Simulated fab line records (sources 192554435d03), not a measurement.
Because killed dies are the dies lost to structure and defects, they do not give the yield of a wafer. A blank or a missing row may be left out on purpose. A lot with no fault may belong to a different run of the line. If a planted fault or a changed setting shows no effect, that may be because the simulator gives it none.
Which tool is to blame? -- flow n5Finfet -- 8 lots with 24 wafers sampled at 4 steps, on a route of 1938 steps

WHAT EACH GAUGE READ, for each wafer
N5_BEOL_M3_THK_MEAS_53: measures by xrf.
lot,measured,on,M3_THK (nm)
L205,day 7 08:35,filmMetro-01,39.7 40.9 43.8
L214,day 10 02:38,filmMetro-01,38.1 37.2 39.8
L218,day 11 05:12,filmMetro-02,- - -
L219,day 11 11:23,filmMetro-02,- - -
L220,day 11 14:08,filmMetro-01,- - -
L222,day 12 06:34,filmMetro-01,39.0 38.2 40.6
L225,day 12 15:01,filmMetro-02,42.6 41.6 42.7
L228,day 14 00:43,filmMetro-01,40.9 41.7 41.1

EACH LOT AND THE TOOL THAT RAN IT (in order: tool; ch and the chambers of the sampled wafers; start)
lot,N5_BEOL_M3_STRIP_19,N5_BEOL_M3_TRENCH_ETCH_37,N5_BEOL_M3_STRIP_97
L205,"rieDiel-04 ch 0,3, day 7 00:17","rieDiel-05 ch 0,1,3, day 7 02:58","rieDiel-05 ch 0,1,3, day 7 03:07 or earlier"
L214,"rieDiel-04 ch 0,2, day 9 08:31","rieDiel-04 ch 1,2, day 9 21:32","rieDiel-04 ch 1,2, day 9 21:41 or earlier"
L218,"rieDiel-04 ch 0,2,3, day 10 15:02","rieDiel-04 ch 0,1,3, day 11 01:35","rieDiel-04 ch 0,1,3, day 11 01:46 or earlier"
L219,"rieDiel-03 ch 1,2,3, day 10 18:34","rieDiel-04 ch 1,2,3, day 11 04:58","rieDiel-04 ch 1,2,3, day 11 05:07 or earlier"
L220,"rieDiel-04 ch 0,1, day 11 05:52","rieDiel-05 ch 1,2, day 11 09:50","rieDiel-05 ch 1,2, day 11 10:00 or earlier"
L222,"rieDiel-04 ch 0,2,3, day 11 17:02","rieDiel-03 ch 1,2,3, day 12 02:26","rieDiel-03 ch 1,2,3, day 12 02:36 or earlier"
L225,"rieDiel-04 ch 1,2, day 12 03:43","rieDiel-04 ch 0,1,2, day 12 09:28","rieDiel-04 ch 0,1,2, day 12 09:37 or earlier"
L228,"rieDiel-05 ch 1,2, day 13 02:06","rieDiel-03 ch 0,1, day 13 20:53","rieDiel-03 ch 0,1, day 13 21:02 or earlier"
- N5_BEOL_M3_STRIP_19: strips in O2.
- N5_BEOL_M3_TRENCH_ETCH_37: etches SiOC in C4F6/O2, target depth 55.555 nm, time 29.2 s.
- N5_BEOL_M3_STRIP_97: strips in N2/H2, time 10 s.

THE ANSWER, worked out from the rows above alone
Rule: usual is defined by the lots themselves. The widest of any qualifying gaps counts: lots, ordered by their means at a reading, are off when they make up no more than a third of the lots, leave a main group of 4 or more, and stand apart from it by 3 or more times the standard deviation of that group's means. If all means in a main group match to the digits the tables above print for the reading, that group is not used. Also off: a lot with no number at a reading for which 4 or more lots have one. All remaining lots with rows at the step are treated as sound.
Off: L218, L219, L220, seen at N5_BEOL_M3_THK_MEAS_53 (M3_THK). Without a number there: L218, L219, L220. Main group: mean 40.5 nm, sd 1.5.
If a tool, at a process step before that reading, ran all the lots that are off and no sound lot after the first of them, it fits. Those tools and the gauges at N5_BEOL_M3_THK_MEAS_53 are tried in the same way. Because N5_BEOL_M3_STRIP_97 lacks a start for some lots, the hours and order of its lots are taken from N5_BEOL_M3_OCD_MEAS_38. None of those tried fits.

WHAT WAS PUT IN BY THE SIMULATOR
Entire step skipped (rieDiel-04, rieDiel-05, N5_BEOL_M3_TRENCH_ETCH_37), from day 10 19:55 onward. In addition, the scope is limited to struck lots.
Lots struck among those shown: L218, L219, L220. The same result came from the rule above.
